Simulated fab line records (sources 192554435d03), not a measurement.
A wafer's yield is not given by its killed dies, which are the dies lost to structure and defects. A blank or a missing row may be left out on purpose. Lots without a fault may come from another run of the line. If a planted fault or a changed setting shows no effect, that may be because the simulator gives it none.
Split-lot experiment | flow n5 finfet | 39 wafers read across 7 lots, on a route 1938 steps long

## SPLIT DETAILS
At N5_BEOL_M12_ETCH_68 (etches SOC in N2/H2, time 285 s), the setting time s was moved away from the recipe's 285 s on 15 of the 39 wafers read, by -31.5% to +50.9%. This setting was run at the recipe's value on the other wafers.

The reading comes from the split's own step.

## THE READING
SiARC_of_BEOL_M12_COAT_66.thk nm (the simulator's own value, which no gauge read), in nm, at N5_BEOL_M12_ETCH_68 (etches SOC in N2/H2, time 285 s). No usual value for it is given in the file. Average 85.8 nm, standard deviation 0.48 nm, over the 24 wafers here run with the recipe.

wafer  | tool, chamber at the split | time s as run, s | against the recipe | SiARC_of_BEOL_M12_COAT_66.thk nm, nm | against lot-mates on the recipe
L075.1 | rie diel-06, 3             | 285              | recipe             | 85.8                                 | -
L075.2 | rie diel-06, 0             | 206.8            | -27.4%             | 91.6                                 | +6.1
L075.3 | rie diel-06, 2             | 206.8            | -27.4%             | 92.2                                 | +6.7
L075.4 | rie diel-06, 0             | 285              | recipe             | 85.2                                 | -
L075.5 | rie diel-06, 3             | 206.8            | -27.4%             | 92.4                                 | +6.9
L075.6 | rie diel-06, 2             | 285              | recipe             | 85.4                                 | -
L076.1 | rie diel-05, 1,3,2         | 285              | recipe             | 86.2                                 | -
L076.4 | rie diel-05, 1,3,2         | 285              | recipe             | 86.2                                 | -
L076.5 | rie diel-05, 1,3,2         | 285              | recipe             | 86.2                                 | -
L076.2 | rie diel-05, 0             | 285              | recipe             | 85.6                                 | -
L076.3 | rie diel-05, 2             | 285              | recipe             | 86                                   | -
L076.6 | rie diel-05, 1             | 285              | recipe             | 85.8                                 | -
L078.1 | rie diel-05, 1             | 285              | recipe             | 85.4                                 | -
L078.2 | rie diel-05, 3             | 430.1            | +50.9%             | 73.8                                 | -11.8
L078.5 | rie diel-05, 3             | 430.1            | +50.9%             | 73.8                                 | -11.8
L078.3 | rie diel-05, 0             | 285              | recipe             | 85.8                                 | -
L078.4 | rie diel-05, 2             | 430.1            | +50.9%             | 74.2                                 | -11.4
L078.6 | rie diel-05, 0             | 285              | recipe             | 85.6                                 | -
L082.1 | rie diel-02, 3             | 285              | recipe             | 85                                   | -
L082.3 | rie diel-02, 1             | 285              | recipe             | 85.8                                 | -
L082.4 | rie diel-02, 0             | 285              | recipe             | 85.2                                 | -
L085.1 | rie diel-05, 0,1           | 285              | recipe             | 86.2                                 | -
L085.5 | rie diel-05, 0,1           | 285              | recipe             | 86.2                                 | -
L085.2 | rie diel-05, 2             | 386.6            | +35.6%             | 79                                   | -7.3
L085.3 | rie diel-05, 1             | 386.6            | +35.6%             | 77.6                                 | -8.7
L085.4 | rie diel-05, 3             | 285              | recipe             | 86.6                                 | -
L085.6 | rie diel-05, 0             | 386.6            | +35.6%             | 77.2                                 | -9.1
L094.1 | rie diel-06, 3             | 285              | recipe             | 84.6                                 | -
L094.2 | rie diel-06, 2             | 285              | recipe             | 85.4                                 | -
L094.3 | rie diel-06, 0             | 240.4            | -15.6%             | 89.6                                 | +4.3
L094.4 | rie diel-06, 1             | 240.4            | -15.6%             | 89.4                                 | +4.1
L094.6 | rie diel-06, 1             | 240.4            | -15.6%             | 89.4                                 | +4.1
L094.5 | rie diel-06, 0             | 285              | recipe             | 86                                   | -
L092.1 | rie diel-02, 2             | 285              | recipe             | 86.4                                 | -
L092.2 | rie diel-02, 1             | 285              | recipe             | 86.2                                 | -
L092.3 | rie diel-02, 3,0           | 195.1            | -31.5%             | 93.6                                 | +7.4
L092.4 | rie diel-02, 3,0           | 195.1            | -31.5%             | 93.6                                 | +7.4
L092.5 | rie diel-02, 3             | 285              | recipe             | 86                                   | -
L092.6 | rie diel-02, 2             | 195.1            | -31.5%             | 94                                   | +7.8
The file does not say which wafer passed through which chamber wherever a row lists several chambers: such a row stands for several wafers.

FIT RESULTS
A straight line over all 39 wafers: SiARC_of_BEOL_M12_COAT_66.thk nm changes by -0.233 nm for each +1% of time s; r = -1.00; the points scatter about the line by 0.5 nm.
The same after taking each lot's own level away (the mean of its wafers on the recipe; 39 wafers): -0.235 nm for each +1%; r = -1.00; scatter 0.38 nm.
Per that fit: largest time s move, reading shift of 12 nm.
From 85.33 to 86.33 nm: that is the span of the lots' own levels, equal to 2.1 times the standard deviation above.
Consequently the slope shifts little with the lot-to-lot level, the two slopes agreeing.
Check: with one of the wafers moved furthest among these (+50.9%) left out of the fit, the line predicts -11.9 nm for it against its lot-mates. Against them it came out at -11.8 nm.

## FURTHER SPLITS ON THESE WAFERS
Before the reading, these wafers also passed through other splits. Each is held against what the fit with the lots' levels taken away leaves over:
other split on the same wafers   | wafers away from the commonest value | r with SiARC_of_BEOL_M12_COAT_66.thk nm (lot level and that fit taken away)
N5_BEOL_M5_ILD_DEP_00 time s     | 12                                   | -0.13
N5_BEOL_M7_TRENCH_ETCH_37 time s | 9                                    | +0.07
N5_BEOL_M9_ETCH_66 time s        | 12                                   | +0.00

## FILE'S OWN FIT
SiARC_of_BEOL_M12_COAT_66.thk nm changes by -0.235 nm for each +1% of time s, r = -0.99.
